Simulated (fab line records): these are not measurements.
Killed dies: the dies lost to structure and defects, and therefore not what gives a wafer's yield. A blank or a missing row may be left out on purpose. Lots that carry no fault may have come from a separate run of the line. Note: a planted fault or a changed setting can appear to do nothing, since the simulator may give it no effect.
Split-lot study :: flow n5Finfet :: 7 lots, 39 wafers read, on a route of 1938 steps

== THE SPLIT ITSELF ==
At N5_DUMMY_GATE_ETCH_32 (etches SiO2 in CF4, target depth 3.5 nm, time 3.9 s), the setting timeS was moved away from the recipe's 3.9 s on 6 of the 39 wafers read, by +7.3% to +18.0%. All remaining wafers had this setting at the recipe value.

The reading is taken at the split's own step.

== THE READING ==
etch.depthNm (the simulator's own value, which no gauge read), in nm, at N5_DUMMY_GATE_ETCH_32 (etches SiO2 in CF4, target depth 3.5 nm, time 3.9 s). The file gives no usual value for it. The 33 wafers here that ran the recipe average 3.476 nm, standard deviation 0.066 nm.

wafer: L074.1
tool, chamber at the split: rieSi-01, 1
timeS as run, s: 3.9
against the recipe: recipe
etch.depthNm, nm: 3.376
against lot-mates on the recipe: -

wafer: L074.2
tool, chamber at the split: rieSi-01, 3
timeS as run, s: 3.9
against the recipe: recipe
etch.depthNm, nm: 3.48
against lot-mates on the recipe: -

wafer: L074.3
tool, chamber at the split: rieSi-01, 2
timeS as run, s: 3.9
against the recipe: recipe
etch.depthNm, nm: 3.525
against lot-mates on the recipe: -

wafer: L074.4
tool, chamber at the split: rieSi-01, 0
timeS as run, s: 3.9
against the recipe: recipe
etch.depthNm, nm: 3.415
against lot-mates on the recipe: -

wafer: L074.5
tool, chamber at the split: rieSi-01, 1
timeS as run, s: 3.9
against the recipe: recipe
etch.depthNm, nm: 3.383
against lot-mates on the recipe: -

wafer: L074.6
tool, chamber at the split: rieSi-01, 2
timeS as run, s: 3.9
against the recipe: recipe
etch.depthNm, nm: 3.528
against lot-mates on the recipe: -

wafer: L076.1
tool, chamber at the split: rieSi-01, 3
timeS as run, s: 3.9
against the recipe: recipe
etch.depthNm, nm: 3.463
against lot-mates on the recipe: -

wafer: L076.2
tool, chamber at the split: rieSi-01, 2
timeS as run, s: 3.9
against the recipe: recipe
etch.depthNm, nm: 3.508
against lot-mates on the recipe: -

wafer: L076.6
tool, chamber at the split: rieSi-01, 1
timeS as run, s: 3.9
against the recipe: recipe
etch.depthNm, nm: 3.377
against lot-mates on the recipe: -

wafer: L082.1
tool, chamber at the split: rieSi-01, 1
timeS as run, s: 3.9
against the recipe: recipe
etch.depthNm, nm: 3.377
against lot-mates on the recipe: -

wafer: L082.2
tool, chamber at the split: rieSi-01, 3
timeS as run, s: 3.9
against the recipe: recipe
etch.depthNm, nm: 3.458
against lot-mates on the recipe: -

wafer: L082.3
tool, chamber at the split: rieSi-01, 0
timeS as run, s: 3.9
against the recipe: recipe
etch.depthNm, nm: 3.411
against lot-mates on the recipe: -

wafer: L082.4
tool, chamber at the split: rieSi-01, 2
timeS as run, s: 3.9
against the recipe: recipe
etch.depthNm, nm: 3.503
against lot-mates on the recipe: -

wafer: L082.5
tool, chamber at the split: rieSi-01, 1
timeS as run, s: 3.9
against the recipe: recipe
etch.depthNm, nm: 3.351
against lot-mates on the recipe: -

wafer: L082.6
tool, chamber at the split: rieSi-01, 2
timeS as run, s: 3.9
against the recipe: recipe
etch.depthNm, nm: 3.513
against lot-mates on the recipe: -

wafer: L085.1
tool, chamber at the split: rieSi-03, 3
timeS as run, s: 4.183
against the recipe: +7.3%
etch.depthNm, nm: 3.759
against lot-mates on the recipe: +0.237

wafer: L085.2
tool, chamber at the split: rieSi-03, 1
timeS as run, s: 3.9
against the recipe: recipe
etch.depthNm, nm: 3.523
against lot-mates on the recipe: -

wafer: L085.3
tool, chamber at the split: rieSi-03, 2
timeS as run, s: 4.183
against the recipe: +7.3%
etch.depthNm, nm: 3.691
against lot-mates on the recipe: +0.169

wafer: L085.4
tool, chamber at the split: rieSi-03, 0
timeS as run, s: 3.9
against the recipe: recipe
etch.depthNm, nm: 3.534
against lot-mates on the recipe: -

wafer: L085.5
tool, chamber at the split: rieSi-03, 2
timeS as run, s: 4.183
against the recipe: +7.3%
etch.depthNm, nm: 3.73
against lot-mates on the recipe: +0.208

wafer: L085.6
tool, chamber at the split: rieSi-03, 1
timeS as run, s: 3.9
against the recipe: recipe
etch.depthNm, nm: 3.509
against lot-mates on the recipe: -

wafer: L086.1
tool, chamber at the split: rieSi-05, 0
timeS as run, s: 4.601
against the recipe: +18.0%
etch.depthNm, nm: 4.196
against lot-mates on the recipe: +0.733

wafer: L086.2
tool, chamber at the split: rieSi-05, 3
timeS as run, s: 3.9
against the recipe: recipe
etch.depthNm, nm: 3.401
against lot-mates on the recipe: -

wafer: L086.3
tool, chamber at the split: rieSi-05, 2
timeS as run, s: 4.601
against the recipe: +18.0%
etch.depthNm, nm: 4.21
against lot-mates on the recipe: +0.747

wafer: L086.4
tool, chamber at the split: rieSi-05, 1
timeS as run, s: 3.9
against the recipe: recipe
etch.depthNm, nm: 3.484
against lot-mates on the recipe: -

wafer: L086.5
tool, chamber at the split: rieSi-05, 1
timeS as run, s: 3.9
against the recipe: recipe
etch.depthNm, nm: 3.503
against lot-mates on the recipe: -

wafer: L086.6
tool, chamber at the split: rieSi-05, 2
timeS as run, s: 4.601
against the recipe: +18.0%
etch.depthNm, nm: 4.231
against lot-mates on the recipe: +0.768

wafer: L093.1
tool, chamber at the split: rieSi-05, 0
timeS as run, s: 3.9
against the recipe: recipe
etch.depthNm, nm: 3.544
against lot-mates on the recipe: -

wafer: L093.2
tool, chamber at the split: rieSi-05, 2
timeS as run, s: 3.9
against the recipe: recipe
etch.depthNm, nm: 3.574
against lot-mates on the recipe: -

wafer: L093.3
tool, chamber at the split: rieSi-05, 3
timeS as run, s: 3.9
against the recipe: recipe
etch.depthNm, nm: 3.4
against lot-mates on the recipe: -

wafer: L093.4
tool, chamber at the split: rieSi-05, 1
timeS as run, s: 3.9
against the recipe: recipe
etch.depthNm, nm: 3.5
against lot-mates on the recipe: -

wafer: L093.5
tool, chamber at the split: rieSi-05, 1
timeS as run, s: 3.9
against the recipe: recipe
etch.depthNm, nm: 3.5
against lot-mates on the recipe: -

wafer: L093.6
tool, chamber at the split: rieSi-05, 0
timeS as run, s: 3.9
against the recipe: recipe
etch.depthNm, nm: 3.552
against lot-mates on the recipe: -

wafer: L096.1
tool, chamber at the split: rieSi-05, 0
timeS as run, s: 3.9
against the recipe: recipe
etch.depthNm, nm: 3.57
against lot-mates on the recipe: -

wafer: L096.2
tool, chamber at the split: rieSi-05, 3
timeS as run, s: 3.9
against the recipe: recipe
etch.depthNm, nm: 3.438
against lot-mates on the recipe: -

wafer: L096.3
tool, chamber at the split: rieSi-05, 2
timeS as run, s: 3.9
against the recipe: recipe
etch.depthNm, nm: 3.585
against lot-mates on the recipe: -

wafer: L096.4
tool, chamber at the split: rieSi-05, 1
timeS as run, s: 3.9
against the recipe: recipe
etch.depthNm, nm: 3.478
against lot-mates on the recipe: -

wafer: L096.5
tool, chamber at the split: rieSi-05, 0
timeS as run, s: 3.9
against the recipe: recipe
etch.depthNm, nm: 3.546
against lot-mates on the recipe: -

wafer: L096.6
tool, chamber at the split: rieSi-05, 3
timeS as run, s: 3.9
against the recipe: recipe
etch.depthNm, nm: 3.412
against lot-mates on the recipe: -

THE FIT
A straight line over all 39 wafers: etch.depthNm changes by +0.0402 nm for each +1% of timeS; r = +0.96; the points scatter about the line by 0.064 nm.
The same after taking each lot's own level away (the mean of its wafers on the recipe; 39 wafers): +0.0401 nm for each +1%; r = +0.96; scatter 0.06 nm.
According to that fit, moving timeS by its largest amount changes the reading by 0.72 nm.
The span of the lots' own levels, 3.4355 to 3.5220 nm, comes to 1.3 times the standard deviation stated above.
The two slopes are in agreement: the lot-to-lot level therefore moves the slope only a little.
Check: for one of the wafers moved furthest among these (+18.0%), held out of the fit, the line's prediction against its lot-mates is +0.71 nm. It came out at +0.733 nm against them.

== ADDITIONAL SPLITS CARRIED BY THESE WAFERS ==
Before the reading, these wafers also passed through other splits. Each is held against what the fit with the lots' levels taken away leaves over:
other split on the same wafers: N5_DUMMY_GATE_ETCH_31 targetDepthA
wafers away from the commonest value: 12
r with etch.depthNm (lot level and that fit taken away): +0.14

== THE FILE'S OWN FIT ==
etch.depthNm changes by +0.0398 nm for each +1% of timeS, r = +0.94.
